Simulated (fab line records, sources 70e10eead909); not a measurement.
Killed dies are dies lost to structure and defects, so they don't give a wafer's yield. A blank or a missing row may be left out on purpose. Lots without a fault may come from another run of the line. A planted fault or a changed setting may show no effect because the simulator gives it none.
Which tool did it? | flow nand_harc | 11 lots, 33 wafers sampled, at 6 steps of a route of 1302

WHAT THE GAUGES READ, wafer by wafer
NHARC_P_ZERO_WELL_CD_MEAS_24: target cd 720 nm. Usual: cd_nm 719.8 nm, standard deviation 1.5.
lot  | measured     | on        | cd_nm (nm)        | flag
L356 | day 3 04:35  | cd_sem-01 | 708.4 711.2 712.1 | OFF
L361 | day 5 07:11  | cd_sem-01 | 720.9 721.0 721.5 |
L362 | day 5 16:37  | cd_sem-03 | 721.5 722.3 721.4 |
L365 | day 6 22:44  | cd_sem-01 | 719.0 719.4 720.8 |
L366 | day 7 08:25  | cd_sem-01 | 719.1 720.1 719.5 |
L370 | day 9 00:35  | cd_sem-03 | 717.3 718.1 717.5 |
L371 | day 9 10:35  | cd_sem-02 | 719.2 719.1 719.2 |
L372 | day 9 20:29  | cd_sem-02 | 719.8 720.0 721.6 |
L374 | day 10 16:33 | cd_sem-03 | 720.1 720.8 720.2 |
L375 | day 11 02:36 | cd_sem-03 | 720.7 719.3 719.3 |
L376 | day 11 12:35 | cd_sem-02 | 721.0 719.6 719.2 |

NHARC_END_SORT_01. Usual: killed_at_array 50, standard deviation 17; killed_at_other 0.7, standard deviation 1; killed_at_periphery 3.4, standard deviation 2.4; killed_dies 54, standard deviation 17; killed_open 3.3, standard deviation 1.7; killed_short 2.5, standard deviation 1.6.
lot  | measured     | on        | killed_at_array | killed_at_other | killed_at_periphery | killed_dies | killed_open | killed_short | flag
L356 | day 25 10:07 | prober-01 | 19 22 17        | 1 0 1           | 2 1 4               | 22 23 22    | 1 2 3       | 4 1 3        |
L361 | day 29 09:04 | prober-02 | 47 39 46        | 3 2 3           | 2 3 1               | 52 44 50    | 3 2 3       | 1 1 2        |
L362 | day 28 16:52 | prober-02 | 45 60 61        | 0 0 0           | 5 1 1               | 50 61 62    | 4 1 2       | 3 2 2        |
L365 | day 29 17:14 | prober-02 | 65 60 49        | 0 0 0           | 2 6 8               | 67 66 57    | 5 3 4       | 1 5 3        |
L366 | day 31 22:57 | prober-02 | 38 33 25        | 0 1 2           | 5 5 1               | 43 39 28    | 0 5 2       | 5 5 3        |
L370 | day 31 20:35 | prober-01 | 63 63 29        | 0 1 0           | 2 2 3               | 65 66 32    | 4 6 2       | 6 4 3        |
L371 | day 32 20:53 | prober-01 | 58 62 72        | 0 1 0           | 5 3 0               | 63 66 72    | 7 7 4       | 2 2 4        |
L372 | day 33 23:08 | prober-02 | 52 55 43        | 0 5 0           | 3 1 5               | 55 61 48    | 5 4 3       | 4 1 2        |
L374 | day 33 11:36 | prober-01 | 56 47 56        | 0 1 0           | 3 4 5               | 59 52 61    | 1 3 2       | 2 0 2        |
L375 | day 33 03:53 | prober-01 | 34 31 23        | 1 2 2           | 1 0 2               | 36 33 27    | 5 2 2       | 0 4 0        |
L376 | day 33 23:09 | prober-01 | 56 64 52        | 2 2 1           | 5 0 3               | 63 66 56    | 5 3 4       | 2 1 2        |

WHICH TOOL RAN EACH LOT (tool, then ch and the chambers of the sampled wafers, then the start)
lot  | NHARC_P_ZERO_WELL_DESCUM_13       | NHARC_P_ZERO_WELL_ETCH_65          | NHARC_P_ZERO_WELL_EXPOSE_21       | NHARC_P_ZERO_WELL_RTA_42
L356 | rie_diel-04 ch 0,1,2, day 3 03:24 | rie_diel-04 ch 0,1,3, day 3 03:29  | krf_scanner-04 ch 0, day 3 04:25  | rtp_anneal-01 ch 0, day 3 08:54
L361 | rie_diel-01 ch 1,2, day 5 06:01   | rie_diel-01 ch 1,3, day 5 06:05    | krf_scanner-04 ch 0, day 5 07:02  | rtp_anneal-01 ch 0, day 5 11:36
L362 | rie_diel-04 ch 0,2, day 5 15:25   | rie_diel-04 ch 0,1,3, day 5 15:29  | krf_scanner-01 ch 0, day 5 16:27  | rtp_anneal-01 ch 0, day 5 21:02
L365 | rie_diel-07 ch 0,1, day 6 21:32   | rie_diel-07 ch 0,2,3, day 6 21:38  | krf_scanner-04 ch 0, day 6 22:35  | rtp_anneal-01 ch 0, day 7 19:46
L366 | rie_diel-01 ch 0,1,3, day 7 07:21 | rie_diel-01 ch 1,2,3, day 7 07:26  | krf_scanner-04 ch 0, day 7 08:15  | rtp_anneal-02 ch 0, day 7 21:53
L370 | rie_diel-01 ch 0,2,3, day 8 23:25 | rie_diel-01 ch 1,2, day 8 23:29    | krf_scanner-04 ch 0, day 9 00:26  | rtp_anneal-01 ch 0, day 9 05:01
L371 | rie_diel-07 ch 0,1, day 9 09:24   | rie_diel-07 ch 2,3, day 9 09:29    | krf_scanner-02 ch 0, day 9 10:26  | rtp_anneal-01 ch 0, day 9 15:33
L372 | rie_diel-07 ch 0,1,3, day 9 19:16 | rie_diel-07 ch 0,1,3, day 9 19:22  | krf_scanner-04 ch 0, day 9 20:20  | rtp_anneal-02 ch 0, day 10 00:46
L374 | rie_diel-04 ch 0,3, day 10 15:24  | rie_diel-04 ch 1,2,3, day 10 15:29 | krf_scanner-02 ch 0, day 10 16:23 | rtp_anneal-02 ch 0, day 10 20:58
L375 | rie_diel-07 ch 0,2, day 11 01:25  | rie_diel-07 ch 0,1,3, day 11 01:31 | krf_scanner-04 ch 0, day 11 02:27 | rtp_anneal-02 ch 0, day 11 07:02
L376 | rie_diel-01 ch 1,2, day 11 11:24  | rie_diel-01 ch 0,1, day 11 11:29   | krf_scanner-01 ch 0, day 11 12:26 | rtp_anneal-02 ch 0, day 11 16:56
- NHARC_P_ZERO_WELL_DESCUM_13: chemistry O2, time 3 s.
- NHARC_P_ZERO_WELL_ETCH_65: etches the open film in N2/H2, target depth 80 nm, overetch 24 nm, time 87.88 s.
- NHARC_P_ZERO_WELL_EXPOSE_21: exposes mask P NWELL, target cd 720 nm.
- NHARC_P_ZERO_WELL_RTA_42: time 300 s.

WHAT THE TOOLS THEMSELVES READ (means of the sampled wafers that have a number; where no wafer has one, the mark that the record gives instead)
NHARC_P_ZERO_WELL_DESCUM_13. Usual: chamber_pressure_mTorr 60.00 mTorr, standard deviation 0.061; drypump_motor_current_A 5.5 A, standard deviation 0.49; oes_product_au 1.002 a.u., standard deviation 0.0076; rf_vpp_V 57.7 V, standard deviation 0.79; showerhead_plenum_p_Torr 1.91 Torr, standard deviation 0.072; throttle_valve_pct 11.311 %, standard deviation 0.0092.
lot  | tool        | chamber_pressure_mTorr (mTorr) | drypump_motor_current_A (A) | oes_product_au (a.u.) | rf_vpp_V (V) | showerhead_plenum_p_Torr (Torr) | throttle_valve_pct (%) | flag
L356 | rie_diel-04 | 60.05                          | 5.5                         | 0.987                 | 57.8         | 1.90                            | 11.307                 |
L361 | rie_diel-01 | 60.04                          | 5.1                         | 1.004                 | 58.7         | 1.84                            | 11.315                 |
L362 | rie_diel-04 | 59.95                          | 5.4                         | 0.982                 | 57.7         | 1.87                            | 11.322                 |
L365 | rie_diel-07 | 59.99                          | 5.9                         | 1.003                 | 58.2         | 1.93                            | 11.312                 |
L366 | rie_diel-01 | 60.00                          | 5.3                         | 1.006                 | 58.4         | 1.90                            | 11.300                 |
L370 | rie_diel-01 | 60.00                          | 5.3                         | 1.002                 | 57.6         | 1.94                            | 11.319                 |
L371 | rie_diel-07 | 60.00                          | 5.9                         | 1.001                 | 57.5         | 1.92                            | 11.316                 |
L372 | rie_diel-07 | 59.98                          | 5.8                         | 1.001                 | 57.6         | 1.93                            | 11.315                 |
L374 | rie_diel-04 | 60.03                          | 6.0                         | 0.992                 | 57.3         | 1.84                            | 11.314                 |
L375 | rie_diel-07 | 59.98                          | 6.6                         | 1.009                 | 57.5         | 1.93                            | 11.319                 |
L376 | rie_diel-01 | 59.99                          | 5.1                         | 1.001                 | 57.9         | 1.89                            | 11.312                 |

NHARC_P_ZERO_WELL_ETCH_65. Usual: chamber_pressure_mTorr 30.00 mTorr, standard deviation 0.03; drypump_motor_current_A 5.6 A, standard deviation 0.49; oes_product_au 1.002 a.u., standard deviation 0.0073; rf_vpp_V 430.4 V, standard deviation 2.3; showerhead_plenum_p_Torr 2.04 Torr, standard deviation 0.079; throttle_valve_pct 14.171 %, standard deviation 0.0098.
lot  | tool        | chamber_pressure_mTorr (mTorr) | drypump_motor_current_A (A) | oes_product_au (a.u.) | rf_vpp_V (V) | showerhead_plenum_p_Torr (Torr) | throttle_valve_pct (%) | flag
L356 | rie_diel-04 | 29.95                          | 5.8                         | 0.998                 | 429.0        | 2.02                            | 14.167                 |
L361 | rie_diel-01 | 29.98                          | 5.1                         | 1.002                 | 428.9        | 1.99                            | 14.172                 |
L362 | rie_diel-04 | 30.00                          | 5.8                         | 1.008                 | 429.6        | 2.01                            | 14.171                 |
L365 | rie_diel-07 | 30.01                          | 6.1                         | 1.002                 | 431.3        | 2.07                            | 14.161                 |
L366 | rie_diel-01 | 29.98                          | 5.1                         | 1.002                 | 431.1        | 2.05                            | 14.174                 |
L370 | rie_diel-01 | 30.01                          | 5.1                         | 0.997                 | 427.7        | 1.95                            | 14.164                 |
L371 | rie_diel-07 | 30.01                          | 6.2                         | 1.005                 | 431.3        | 2.10                            | 14.174                 |
L372 | rie_diel-07 | 29.98                          | 5.8                         | 1.004                 | 431.5        | 2.06                            | 14.173                 |
L374 | rie_diel-04 | 30.01                          | 5.7                         | 1.000                 | 428.7        | 1.98                            | 14.183                 |
L375 | rie_diel-07 | 29.99                          | 5.8                         | 0.998                 | 431.0        | 2.05                            | 14.172                 |
L376 | rie_diel-01 | 29.99                          | 5.3                         | 0.998                 | 427.3        | 1.92                            | 14.167                 |

NHARC_P_ZERO_WELL_RTA_42. Usual: lamp_power_pct 36.4 %, standard deviation 0.51; wafer_temp_C_max 1105.6, standard deviation 2.1.
lot  | tool          | lamp_power_pct (%) | wafer_temp_C_max | flag
L356 | rtp_anneal-01 | 36.8               | 1106.4           |
L361 | rtp_anneal-01 | 36.9               | 1106.7           |
L362 | rtp_anneal-01 | 37.0               | 1108.8           |
L365 | rtp_anneal-01 | 36.9               | 1107.9           |
L366 | rtp_anneal-02 | 35.8               | 1104.6           |
L370 | rtp_anneal-01 | 36.9               | 1109.1           |
L371 | rtp_anneal-01 | 36.9               | 1107.4           |
L372 | rtp_anneal-02 | 35.9               | 1104.0           |
L374 | rtp_anneal-02 | 35.9               | 1103.9           |
L375 | rtp_anneal-02 | 35.9               | 1104.1           |
L376 | rtp_anneal-02 | 35.9               | 1103.9           |

THE ANSWER, worked out from the rows above alone
Rule: a lot is off if the mean of its wafers that have a number lies more than 3 standard deviations from the usual mean. A lot without any number at a reading at which 4 lots or more have one is off too. The other lots that the step has rows for count as sound. The gauges are gone through in route order, then the tools' own readings, and for those a lot's mean is taken as printed above. The first step at which some lot is off is used, and at that step the reading that is off furthest; a lot without a number counts as furthest.
Off: L356, at NHARC_P_ZERO_WELL_CD_MEAS_24 (cd_nm).
A tool fits if, at a process step before that reading, it ran every lot that is off, and no sound lot after the first of them. The gauges at NHARC_P_ZERO_WELL_CD_MEAS_24 are tried like those tools. None of those tried fits.

WHAT THE SIMULATOR HAD PUT IN
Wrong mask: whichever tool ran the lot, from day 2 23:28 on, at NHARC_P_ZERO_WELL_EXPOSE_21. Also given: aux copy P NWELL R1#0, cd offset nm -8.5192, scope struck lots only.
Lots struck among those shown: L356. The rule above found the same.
